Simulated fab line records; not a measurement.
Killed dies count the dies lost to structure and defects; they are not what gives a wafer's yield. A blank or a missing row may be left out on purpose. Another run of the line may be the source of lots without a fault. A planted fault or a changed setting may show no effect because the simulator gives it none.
Split-lot trial ; flow n5_finfet ; 21 wafers read across 7 lots, on a route 1938 steps long

## ABOUT THE SPLIT
At N5_BEOL_M3_VIA_ETCH_34 (etches the open film in C4F6/O2, target depth 69.4 nm, time 65.9 s), the setting time_s was moved away from the recipe's 65.9 s on 4 of the 21 wafers read, by +8.9% to +21.5%. This setting was run at the recipe's value on the other wafers.

The reading comes from the split's own step.

## THE READING
SOC_of_BEOL_M3_COAT_67.thk_nm (the simulator's own value, which no gauge read), in nm, at N5_BEOL_M3_VIA_ETCH_34 (etches the open film in C4F6/O2, target depth 69.4 nm, time 65.9 s). The file gives no usual value for it. Average 51.7 nm, standard deviation 0.25 nm, over the 17 wafers here run with the recipe.

wafer;tool, chamber at the split;time_s as run, s;against the recipe;SOC_of_BEOL_M3_COAT_67.thk_nm, nm;against lot-mates on the recipe
L074.1;rie_diel-03, 3;65.9;recipe;51.6;-
L074.2;rie_diel-03, 0;65.9;recipe;51.4;-
L074.3;rie_diel-03, 1;65.9;recipe;51.6;-
L076.1;rie_diel-03, 0;72.04;+9.3%;51.2;-0.5
L076.2;rie_diel-03, 1;65.9;recipe;51.6;-
L076.6;rie_diel-03, 1;65.9;recipe;51.8;-
L083.3;rie_diel-03, 2;65.9;recipe;51.8;-
L083.4;rie_diel-03, 3;65.9;recipe;51.4;-
L083.5;rie_diel-03, 1;65.9;recipe;51.6;-
L089.1;rie_diel-03, 3;65.9;recipe;51.6;-
L089.4;rie_diel-03, 2;65.9;recipe;52;-
L089.5;rie_diel-03, 3;65.9;recipe;51.4;-
L092.1;rie_diel-05, 1;65.9;recipe;52;-
L092.4;rie_diel-05, 1;65.9;recipe;52;-
L092.6;rie_diel-05, 0;65.9;recipe;52;-
L095.1;rie_diel-05, 3;65.9;recipe;52;-
L095.3;rie_diel-05, 1;71.79;+8.9%;51.4;-0.6
L095.4;rie_diel-05, 2;71.79;+8.9%;50.8;-1.2
L096.2;rie_diel-04, 1;65.9;recipe;52.2;-
L096.4;rie_diel-04, 0;65.9;recipe;51.6;-
L096.5;rie_diel-04, 1;80.04;+21.5%;50.4;-1.5

FIT RESULTS
A straight line over all 21 wafers: SOC_of_BEOL_M3_COAT_67.thk_nm changes by -0.0639 nm for each +1% of time_s; r = -0.82; the points scatter about the line by 0.25 nm.
The same after taking each lot's own level away (the mean of its wafers on the recipe; 21 wafers): -0.0743 nm for each +1%; r = -0.89; scatter 0.21 nm.
On that fit, the largest move of time_s shifts the reading by 1.6 nm.
Across the lots, their own levels run from 51.53 to 52.00 nm, a range of 1.9 times the standard deviation given above.
So the lot-to-lot level changes the slope: the two fits differ.
Check: with one of the wafers moved furthest among these (+21.5%) left out of the fit, the line predicts -1.8 nm for it against its lot-mates. Against them it came out at -1.5 nm.

## ADDITIONAL SPLITS CARRIED BY THESE WAFERS
Before the reading, these wafers also passed through other splits. Each is held against what the fit with the lots' levels taken away leaves over:
other split on the same wafers;wafers away from the commonest value;r with SOC_of_BEOL_M3_COAT_67.thk_nm (lot level and that fit taken away)
N5_BEOL_M2_COAT_73 temp_c;8;+0.05
N5_BEOL_M3_COAT_05 spin_rpm;7;-0.01
N5_BEOL_M3_EXPOSE_08 dose_mj;5;-0.10

## THE WHOLE CHAIN: every reading that the file lists as answering this split, in the file's order
step;what it does;reading;change (the file's fit);r (the file's)
N5_BEOL_M3_VIA_ETCH_34;etches the open film in C4F6/O2, target depth 69.4 nm, time 65.9 s;etch.depth_nm (the simulator's own value, which no gauge read);+0.62 nm for each +1% of the setting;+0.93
N5_BEOL_M3_VIA_ETCH_34;etches the open film in C4F6/O2, target depth 69.4 nm, time 65.9 s;SOC_of_BEOL_M3_COAT_67.thk_nm (the simulator's own value, which no gauge read);-0.0716 nm for each +1% of the setting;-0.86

## THE FILE'S OWN FIT
SOC_of_BEOL_M3_COAT_67.thk_nm changes by -0.0716 nm for each +1% of time_s, r = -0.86.
